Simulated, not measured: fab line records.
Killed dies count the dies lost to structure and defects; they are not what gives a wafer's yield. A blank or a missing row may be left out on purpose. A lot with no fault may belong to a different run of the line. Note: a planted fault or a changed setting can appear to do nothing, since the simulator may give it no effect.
Chamber matching ; flow n5 finfet ; 4 sister chambers for N5_FIN_CUT_ETCH_20 on rie diel-03
The step etches SiARC in CF4, target depth 26 nm, time 43.3 s. 4 wafers are shown with their chamber, then 11 later ones without.

== WAFERS WITH THEIR CHAMBER ==
wafer;chamber;drypump motor current A (A)
L084.6;1;5.7
L087.1;0;6.0
L087.3;3;5.0
L088.1;2;5.5

== WAFERS MISSING THEIR CHAMBER ==
wafer;drypump motor current A (A)
L088.4;5.6
L088.5;6.0
L090.3;5.0
L090.4;6.0
L090.6;6.0
L091.2;5.0
L091.3;6.0
L091.6;5.6
L096.3;5.7
L096.5;6.0
L096.6;5.0

== EACH ONE'S CHAMBER ==
wafer;from the rows above;in truth
L088.4;can't be placed: 2 or 1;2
L088.5;0;0
L090.3;3;3
L090.4;0;0
L090.6;0;0
L091.2;3;3
L091.3;0;0
L091.6;can't be placed: 2 or 1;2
L096.3;1;1
L096.5;0;0
L096.6;3;3
9 of 11 placed correctly. Cannot be placed on the basis of these rows: 2; the candidates contain the true chamber in 2. Wrongly placed: 0.
How it was worked out, from the rows above alone: a wafer's distance from a chamber is the root of the sum, over the readings, of the square of ((its reading less the chamber's mean) divided by the reading's scatter). If the next closest chamber is less than 2 further off than the closest, the wafer can't be placed; otherwise it belongs to the closest. Each chamber's mean is taken over the wafers shown for it. The scatter (one wafer shown for each chamber): square how far every hidden wafer sits from the nearest shown wafer, average those squares and take the square root.
